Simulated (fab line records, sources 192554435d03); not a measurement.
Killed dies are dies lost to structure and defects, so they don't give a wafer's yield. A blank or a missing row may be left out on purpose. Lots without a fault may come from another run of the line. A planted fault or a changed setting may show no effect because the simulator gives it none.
fab line records | flow n5_finfet
record lots=7 wafers=21
route steps=1938 shown BEOL_M14@1722 MIM_BOT@1833 MIM_BOT_ETCH@1866 PASSIVATION@1910
start_h: hours from the record's first day to the start of the lot's first wafer shown | wait_h: hours since the lot's step before | " the same as in the row above | L1.1+2: a row that stands for several wafers | - no value, or no start given | * or withheld: withheld | < > ~ a bound
route shown NAME@n: a module of which the file shows steps, and the number in the route of the first | usual: mean/standard deviation of fault-free wafers | same: alike in all rows | chamber/n: place in a boat | sites: the reading at each site | _std_site: their standard deviation | _edge_site: outer sites' mean less inner sites' | radius_mm: how far each site lies from the wafer's centre | mask NAME#n: copy n | behind: the tool/chamber that last shaped the wafer | hold: why the lot was held/for how many hours/how that ended | device: the transistor (n, p or np) that didn't switch | end of line: the same wafers' tests at the end of the route | a step without rows: its recipe alone | killed: dies lost to structure and defects at the first sort, not the wafer's yield | map: a wafer's dies, x killed, . not, _ none there
set.NAME: the setting as run; set.NAME@STEP: as run at that earlier step | model.NAME: the simulator's own value behind a step, which no gauge read
lots whose settings were changed on purpose; a table a step, a row a wafer
## steps
# step N5_BEOL_M14_EXPOSE_07
# recipe mask_id=V13 na=0.8 source_shape=annular sigma_inner=0.5 sigma_outer=0.8 polarization=unpolarized attpsm_phase_deg=180 dose_mj=57
# columns lot.wafer tool chamber start_h wait_h mask set.dose_mj
L079.3+5+6 krf_scanner-01 0 278.39 - V13#0 57
L085.2+6 krf_scanner-02 0 311.53 - V13#0 57
L085.5 " 0 " " V13#0 54.25
L084.1 krf_scanner-01 0 311.83 - V13#0 57
L084.2+6 " 0 " " V13#0 59.86
L091.1+4+5 krf_scanner-02 0 347.83 - V13#0 57
L092.3 krf_scanner-02 0 364.91 - V13#0 59.98
L092.4+5 " 0 " " V13#0 57
L096.2+4 krf_scanner-01 0 385.52 - V13#0 57
L096.3 " 0 " " V13#0 58.4
L097.1+2+4 krf_scanner-02 0 388.64 - V13#0 57
# step N5_BEOL_M14_PEB_08
# recipe peb_temp_c=130 peb_time_s=90
# step N5_BEOL_M14_DEVELOP_09
# recipe develop_time_s=45 rinse_liquid=diw dry=air_spin dev_temp_c=21
# step N5_BEOL_M14_HARDBAKE_14
# recipe temp_c=130 time_s=120
# step N5_BEOL_M14_CD_MEAS_10
# recipe target_cd_nm=250 landing_energy_ev=500 detector=se_inlens polarity=opening
# usual cd_nm=250.2/1.8
# columns lot.wafer tool chamber start_h wait_h set.dose_mj@BEOL_M14_EXPOSE_07 cd_nm
L079.3 cd_sem-02 0 278.56 - 57 250.1
L079.5 " 0 " " 57 248.6
L079.6 " 0 " " 57 249.5
L085.2 cd_sem-01 0 311.71 - 57 249.5
L085.5 " 0 " " 54.25 242.9
L085.6 " 0 " " 57 251.9
L084.1 cd_sem-02 0 312.01 - 57 252.2
L084.2 " 0 " " 59.86 262.0
L084.6 " 0 " " 59.86 261.7
L091.1 cd_sem-03 0 348.01 - 57 248.3
L091.4 " 0 " " 57 249.2
L091.5 " 0 " " 57 248.5
L092.3 cd_sem-03 0 365.08 - 59.98 261.1
L092.4 " 0 " " 57 250.2
L092.5 " 0 " " 57 252.1
L096.2 cd_sem-03 0 385.69 - 57 252.6
L096.3 " 0 " " 58.4 255.0
L096.4 " 0 " " 57 249.8
L097.1 cd_sem-03 0 388.81 - 57 246.0
L097.2 " 0 " " 57 248.2
L097.4 " 0 " " 57 247.3
# step N5_BEOL_M14_STRIP_71
# recipe chemistry=post_etch_residue_remover time_s=60 temp_c=25 remover_ph=withheld remover_water_wt_pct=withheld remover_fluoride_wt_pct=withheld
# step N5_BEOL_M14_SRD_72
# recipe time_s=30 temp_c=23 rinse_liquid=diw dry=n2_spin spin_rpm=1500 dry_time_s=30
# step N5_BEOL_M14_CD_MEAS_17
# recipe target_cd_nm=250 polarity=opening
# usual cd_nm=251.1/2
# columns lot.wafer tool chamber start_h wait_h set.dose_mj@BEOL_M14_EXPOSE_07 cd_nm
L079.3 cd_sem-02 - 279.08 0.0 57 249.7
L079.5 " - " " 57 251.0
L079.6 " - " " 57 248.1
L085.2 cd_sem-01 - 312.23 0.0 57 251.6
L085.5 " - " " 54.25 244.2
L085.6 " - " " 57 252.9
L084.1 cd_sem-02 - 312.53 0.0 57 251.6
L084.2 " - " " 59.86 262.6
L084.6 " - " " 59.86 262.0
L091.1 cd_sem-01 - 349.07 0.0 57 248.7
L091.4 " - " " 57 248.1
L091.5 " - " " 57 249.6
L092.3 cd_sem-02 - 365.60 0.0 59.98 260.0
L092.4 " - " " 57 252.2
L092.5 " - " " 57 255.1
L096.2 cd_sem-02 - 386.62 0.0 57 253.3
L096.3 " - " " 58.4 255.2
L096.4 " - " " 57 251.6
L097.1 cd_sem-01 - 389.49 0.0 57 248.4
L097.2 " - " " 57 247.6
L097.4 " - " " 57 248.0
# step N5_BEOL_M14_EXPOSE_25
# recipe mask_id=M14 na=0.8 source_shape=annular sigma_inner=0.5 sigma_outer=0.8 polarization=unpolarized target_cd_nm=280 dose_mj=26.6
# columns lot.wafer tool chamber start_h wait_h mask set.dose_mj
L079.3+5+6 krf_scanner-02 0 279.24 - M14#0 26.6
L085.2+5+6 krf_scanner-01 0 312.51 - M14#0 26.6
L084.1+2+6 krf_scanner-02 0 312.81 - M14#0 26.6
L091.1+4 krf_scanner-02 0 349.35 - M14#0 27.98
L091.5 " 0 " " M14#0 26.6
L092.3 krf_scanner-02 0 365.89 - M14#0 26.6
L092.4+5 " 0 " " M14#0 24.86
L096.2+3 krf_scanner-01 0 386.78 - M14#0 26
L096.4 " 0 " " M14#0 26.6
L097.1 krf_scanner-02 0 389.77 - M14#0 26.6
L097.2+4 " 0 " " M14#0 27.42
# step N5_BEOL_M14_PEB_26
# recipe peb_temp_c=130 peb_time_s=90
# step N5_BEOL_M14_DEVELOP_27
# recipe develop_time_s=45 rinse_liquid=diw dry=air_spin dev_temp_c=21
# step N5_BEOL_M14_HARDBAKE_32
# recipe temp_c=130 time_s=120
# step N5_BEOL_M14_CD_MEAS_28
# recipe target_cd_nm=284.4 landing_energy_ev=500 detector=se_inlens
# usual cd_nm=284.7/1.7
# columns lot.wafer tool chamber start_h wait_h set.dose_mj@BEOL_M14_EXPOSE_25 cd_nm
L079.3 cd_sem-02 0 279.41 - 26.6 287.1
L079.5 " 0 " " 26.6 284.1
L079.6 " 0 " " 26.6 285.3
L085.2 cd_sem-02 0 312.68 - 26.6 283.7
L085.5 " 0 " " 26.6 286.0
L085.6 " 0 " " 26.6 284.8
L084.1 cd_sem-01 0 312.98 - 26.6 286.0
L084.2 " 0 " " 26.6 285.3
L084.6 " 0 " " 26.6 285.1
L091.1 cd_sem-01 0 349.52 - 27.98 290.8
L091.4 " 0 " " 27.98 292.0
L091.5 " 0 " " 26.6 281.2
L092.3 cd_sem-01 0 366.05 - 26.6 283.5
L092.4 " 0 " " 24.86 274.0
L092.5 " 0 " " 24.86 273.2
L096.2 cd_sem-03 0 386.95 - 26 280.9
L096.3 " 0 " " 26 280.3
L096.4 " 0 " " 26.6 284.8
L097.1 cd_sem-03 0 389.94 - 26.6 285.0
L097.2 " 0 " " 27.42 288.9
L097.4 " 0 " " 27.42 289.7
# step N5_BEOL_M14_DESCUM_33
# recipe chemistry=O2 time_s=7.9 source_power_w=50 bias_power_w=20 pressure_mtorr=20 rf_frequency_hz=2.712e+07 temp_c=40 o2_flow_sccm=225
# columns lot.wafer tool chamber start_h wait_h set.time_s set.dose_mj@BEOL_M14_EXPOSE_25 model.BEOL_M14.cd_nm
L079.3 rie_diel-02 0 279.88 0.4 7.9 26.6 287
L079.5 " 0 " " 7.9 26.6 284.4
L079.6 " 3 " " 7.9 26.6 285.6
L085.2 rie_diel-06 0 312.82 0.1 8.951 26.6 283.8
L085.5 " 3 " " 7.9 26.6 285.4
L085.6 " 2 " " 8.951 26.6 285
L084.1 rie_diel-03 3 313.08 0.0 7.284 26.6 285.8
L084.2 " 1 " " 7.9 26.6 285.4
L084.6 " 0 " " 7.284 26.6 285
L091.1 rie_diel-03 3 350.80 1.2 7.9 27.98 290.8
L091.4 " 1 " " 6.235 27.98 292
L091.5 " 2 " " 7.9 26.6 281
L092.3 rie_diel-06 0 366.15 0.0 7.9 26.6 283.4
L092.4 " 3 " " 7.9 24.86 274
L092.5 " 0 " " 7.9 24.86 273.2
L096.2 rie_diel-02 0 387.03 0.0 7.9 26 280.8
L096.3 " 3 " " 7.9 26 280.6
L096.4 " 1 " " 6.297 26.6 284.8
L097.1 rie_diel-06 1 390.05 0.1 7.9 26.6 284.6
L097.2 " 3 " " 7.9 27.42 288.4
L097.4 " 0 " " 7.9 27.42 289.8
# step N5_BEOL_M14_ETCH_67
# recipe chemistry=CF4 target=SiARC target_depth_a=1430 time_s=238.3 ion_energy_ev=80 pressure_mtorr=40 source_w=545 bias_w=36 Ar_flow_sccm=100 cf4_flow_sccm=100 ends=cleared
# columns lot.wafer tool chamber start_h wait_h set.dose_mj@BEOL_M14_EXPOSE_25 model.BEOL_M14.cd_nm
L079.3 rie_diel-02 0 279.92 0.0 26.6 282.8
L079.5 " 0 " " 26.6 280.4
L079.6 " 3 " " 26.6 281.4
L085.2 rie_diel-06 0 312.86 0.0 26.6 279
L085.5 " 3 " " 26.6 281.2
L085.6 " 2 " " 26.6 280.8
L084.1 rie_diel-03 3 313.12 0.0 26.6 280.6
L084.2 " 1 " " 26.6 281.6
L084.6 " 0 " " 26.6 281.4
L091.1 rie_diel-03 3 350.83 0.0 27.98 286.8
L091.4 " 1 " " 27.98 288.4
L091.5 " 2 " " 26.6 277.8
L092.3 rie_diel-06 0 366.18 0.0 26.6 278.4
L092.4 " 3 " " 24.86 270.2
L092.5 " 0 " " 24.86 268.6
L096.2 rie_diel-02 0 387.07 0.0 26 277.6
L096.3 " 3 " " 26 276.2
L096.4 " 1 " " 26.6 280.6
L097.1 rie_diel-06 1 390.09 0.0 26.6 281
L097.2 " 3 " " 27.42 284.6
L097.4 " 0 " " 27.42 285.6
# step N5_BEOL_M14_ETCH_68
# recipe chemistry=N2/H2 target=SOC mask_material=SiARC source_w=3000 bias_w=350 temp_c=40 time_s=450 ion_energy_ev=200 pressure_mtorr=30 n2_flow_sccm=200 h2_flow_sccm=200
# columns lot.wafer tool chamber start_h wait_h set.dose_mj@BEOL_M14_EXPOSE_25 model.BEOL_M14.cd_nm
L079.3 rie_diel-02 0 280.07 0.1 26.6 281
L079.5 " 0 " " 26.6 279
L079.6 " 3 " " 26.6 281.8
L085.2 rie_diel-06 0 313.01 0.1 26.6 278.8
L085.5 " 3 " " 26.6 279.8
L085.6 " 2 " " 26.6 282.4
L084.1 rie_diel-03 3 313.26 0.1 26.6 283
L084.2 " 1 " " 26.6 282.6
L084.6 " 0 " " 26.6 280.8
L091.1 rie_diel-03 3 350.98 0.1 27.98 287.8
L091.4 " 1 " " 27.98 289.8
L091.5 " 2 " " 26.6 277.4
L092.3 rie_diel-06 0 366.33 0.1 26.6 279.2
L092.4 " 3 " " 24.86 269.4
L092.5 " 0 " " 24.86 269
L096.2 rie_diel-02 0 387.21 0.1 26 275.6
L096.3 " 3 " " 26 274.8
L096.4 " 1 " " 26.6 279.6
L097.1 rie_diel-06 1 390.24 0.1 26.6 279.4
L097.2 " 3 " " 27.42 282.8
L097.4 " 0 " " 27.42 285.8
# step N5_MIM_BOT_SPUTTER_00
# recipe material=TiN target_thk_a=350 temp_c=200 power_w=3000 chamber_pressure_pa=0.49996 gas=Ar reactive_partial_pa=0.37997 time_s=89.7
# columns lot.wafer tool chamber start_h wait_h set.time_s model.TiN_of_MIM_BOT_SPUTTER_00.thk_nm
L079.3 pvd_sputter-02 - 292.76 0.0 89.7 35.2
L079.5 " - " " 89.7 34.8
L079.6 " - " " 89.7 35
L085.2 pvd_sputter-03 - 328.42 0.0 100.2 39
L085.5 " - " " 89.7 35.2
L085.6 " - " " 89.7 34.8
L084.1 pvd_sputter-02 - 328.69 0.0 89.7 35.2
L084.2 " - " " 101.5 39
L084.6 " - " " 89.7 34.8
L091.1 pvd_sputter-03 - 361.56 0.0 101.4 39.6
L091.4 " - " " 89.7 35.2
L091.5 " - " " 89.7 35
L092.3 pvd_sputter-03 - 377.76 0.0 89.7 34
L092.4 " - " " 89.7 35.2
L092.5 " - " " 97.77 38
L097.1 pvd_sputter-03 - 401.55 0.0 93.65 36.4
L097.2 " - " " 93.65 37
L097.4 " - " " 89.7 34.4
L096.2 pvd_sputter-03 - 401.71 0.0 89.7 35.2
L096.3 " - " " 89.7 35.4
L096.4 " - " " 89.7 35
# step N5_MIM_BOT_ETCH_ETCH_04
# recipe chemistry=CF4/O2 target=SiNx target_depth_a=260 time_s=13 ion_energy_ev=100 pressure_mtorr=40 source_w=535 bias_w=49 Ar_flow_sccm=100 cf4_flow_sccm=100 O2_flow_sccm=10
# columns lot.wafer tool chamber start_h wait_h set.time_s model.etch.depth_nm
L079.3 rie_diel-03 0 295.55 0.0 13 25.6
L079.5 " 3 " " 13 25.91
L079.6 " 2 " " 13 26.84
L084.1 rie_diel-06 1 330.95 0.0 13 25.85
L084.2 " 3 " " 13 27.76
L084.6 " 2 " " 14.92 30.49
L085.2 rie_diel-03 1 334.18 0.0 10.62 21.76
L085.5 " 3 " " 13 25.76
L085.6 " 2 " " 13 26.68
L091.1 rie_diel-06 2 365.13 0.0 14.27 29.2
L091.4 " 3 " " 14.27 30.28
L091.5 " 1 " " 13 26.17
L092.3 rie_diel-06 0 380.45 0.0 14.63 28.82
L092.4 " 3 " " 14.63 31.25
L092.5 " 3 " " 14.63 31.14
L097.1 rie_diel-02 2 407.93 0.0 13 27.03
L097.2 " 1 " " 10.14 20.65
L097.4 " 3 " " 10.14 20.42
L096.2 rie_diel-03 2 407.94 0.0 13 26.71
L096.3 " 0 " " 11.9 22.96
L096.4 " 3 " " 13 26.07
# step N5_PASSIVATION_ETCH_59
# recipe chemistry=Cl2/BCl3 target=TaN target_depth_a=650 time_s=34.9 ion_energy_ev=100 pressure_mtorr=10 icp_w=900 bias_w=100 Cl2_flow_sccm=60 bcl3_flow_sccm=30
# columns lot.wafer tool chamber start_h wait_h set.time_s model.etch.depth_nm
L079.3 rie_metal-03 0 301.95 0.2 34.9 64.25
L079.5 " 1 " " 34.9 65.24
L079.6 " 0 " " 34.9 65.3
L084.1 rie_metal-01 0 335.25 0.3 31.66 59.77
L084.2 " 1 " " 34.9 66.12
L084.6 " 1 " " 34.9 65.8
L085.2+5 rie_metal-03 1 339.42 0.3 40.05 75.14
L085.6 " 0 " " 40.05 74.62
L091.1 rie_metal-02 1 370.32 0.3 34.9 68.78
L091.4 " 1 " " 34.9 68.73
L091.5 " 1 " " 34.9 68.42
L092.3 rie_metal-03 1 384.27 0.2 34.9 65.5
L092.4 " 0 " " 30.21 55.86
L092.5 " 0 " " 34.9 64.89
L096.2 rie_metal-01 1 412.99 0.3 34.9 65.77
L096.3 " 1 " " 39.81 75.42
L096.4 " 0 " " 34.9 65.16
L097.1 rie_metal-03 1 413.23 0.7 30.41 56.17
L097.2 " 1 " " 34.9 65.2
L097.4 " 1 " " 30.41 56.3
# step N5_PASSIVATION_EXPOSE_41
# recipe mask_id=PASS_OPEN na=0.55 defocus_nm=0 source_shape=conventional sigma_outer=0.8 polarization=unpolarized target_cd_nm=40000 dose_mj=57.25
# columns lot.wafer tool chamber start_h wait_h mask set.dose_mj
L079.3+5+6 krf_scanner-02 0 302.94 - PASS_OPEN#0 57.25
L084.1+6 krf_scanner-01 0 336.30 - PASS_OPEN#0 57.25
L084.2 " 0 " " PASS_OPEN#0 54.23
L085.2+5+6 krf_scanner-02 0 340.64 - PASS_OPEN#0 57.25
L091.1+4+5 krf_scanner-02 0 371.37 - PASS_OPEN#0 57.25
L092.3+5 krf_scanner-01 0 385.36 - PASS_OPEN#0 60.6
L092.4 " 0 " " PASS_OPEN#0 57.25
L096.2 krf_scanner-02 0 413.97 - PASS_OPEN#0 57.25
L096.3+4 " 0 " " PASS_OPEN#0 55.85
L097.1+4 krf_scanner-02 0 414.31 - PASS_OPEN#0 57.25
L097.2 " 0 " " PASS_OPEN#0 59.28
# step N5_PASSIVATION_PEB_42
# recipe peb_temp_c=withheld peb_time_s=*
# step N5_PASSIVATION_DEVELOP_43
# recipe develop_time_s=60 rinse_liquid=diw dry=air_spin dev_temp_c=21
# step N5_PASSIVATION_HARDBAKE_45
# recipe temp_c=130 time_s=120
# step N5_PASSIVATION_CD_MEAS_44
# recipe target_cd_nm=40000 landing_energy_ev=500 detector=se_inlens
# usual cd_nm=40001/3
# columns lot.wafer tool chamber start_h wait_h set.dose_mj@PASSIVATION_EXPOSE_41 cd_nm
L079.3 cd_sem-01 0 303.11 - 57.25 39999
L079.5 " 0 " " 57.25 40004
L079.6 " 0 " " 57.25 39997
L084.1 cd_sem-03 0 336.47 - 57.25 40003
L084.2 " 0 " " 54.23 39988
L084.6 " 0 " " 57.25 40007
L085.2 cd_sem-02 0 340.81 - 57.25 40000
L085.5 " 0 " " 57.25 40003
L085.6 " 0 " " 57.25 40004
L091.1 cd_sem-03 0 371.55 - 57.25 39999
L091.4 " 0 " " 57.25 39998
L091.5 " 0 " " 57.25 39999
L092.3 cd_sem-02 0 385.53 - 60.6 40022
L092.4 " 0 " " 57.25 40001
L092.5 " 0 " " 60.6 40028
L096.2 cd_sem-02 0 414.15 - 57.25 40006
L096.3 " 0 " " 55.85 39988
L096.4 " 0 " " 55.85 39995
L097.1 cd_sem-01 0 414.49 - 57.25 40001
L097.2 " 0 " " 59.28 40011
L097.4 " 0 " " 57.25 40003
## key
split step=N5_BEOL_M14_EXPOSE_07 setting=dose_mj stated=57 by=wafer
response step=N5_BEOL_M14_CD_MEAS_10 reading=cd_nm change=+1.8 per=1% r=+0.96
response step=N5_BEOL_M14_CD_MEAS_17 reading=cd_nm change=+1.62 per=1% r=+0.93
split step=N5_BEOL_M14_EXPOSE_25 setting=dose_mj stated=26.6 by=wafer
response step=N5_BEOL_M14_CD_MEAS_28 reading=cd_nm change=+1.66 per=1% r=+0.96
response step=N5_BEOL_M14_DESCUM_33 reading=model.BEOL_M14.cd_nm change=+1.67 per=1% r=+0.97
response step=N5_BEOL_M14_ETCH_67 reading=model.BEOL_M14.cd_nm change=+1.55 per=1% r=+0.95
response step=N5_BEOL_M14_ETCH_68 reading=model.BEOL_M14.cd_nm change=+1.77 per=1% r=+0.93
split step=N5_BEOL_M14_DESCUM_33 setting=time_s stated=7.9 by=wafer
response none clear
split step=N5_MIM_BOT_SPUTTER_00 setting=time_s stated=89.7 by=wafer
response step=N5_MIM_BOT_SPUTTER_00 reading=model.TiN_of_MIM_BOT_SPUTTER_00.thk_nm change=+0.343 per=1% r=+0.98
split step=N5_MIM_BOT_ETCH_ETCH_04 setting=time_s stated=13 by=wafer
response step=N5_MIM_BOT_ETCH_ETCH_04 reading=model.etch.depth_nm change=+0.285 per=1% r=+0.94
split step=N5_PASSIVATION_ETCH_59 setting=time_s stated=34.9 by=wafer
response step=N5_PASSIVATION_ETCH_59 reading=model.etch.depth_nm change=+0.695 per=1% r=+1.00
split step=N5_PASSIVATION_EXPOSE_41 setting=dose_mj stated=57.25 by=wafer
response step=N5_PASSIVATION_CD_MEAS_44 reading=cd_nm change=+3.71 per=1% r=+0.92
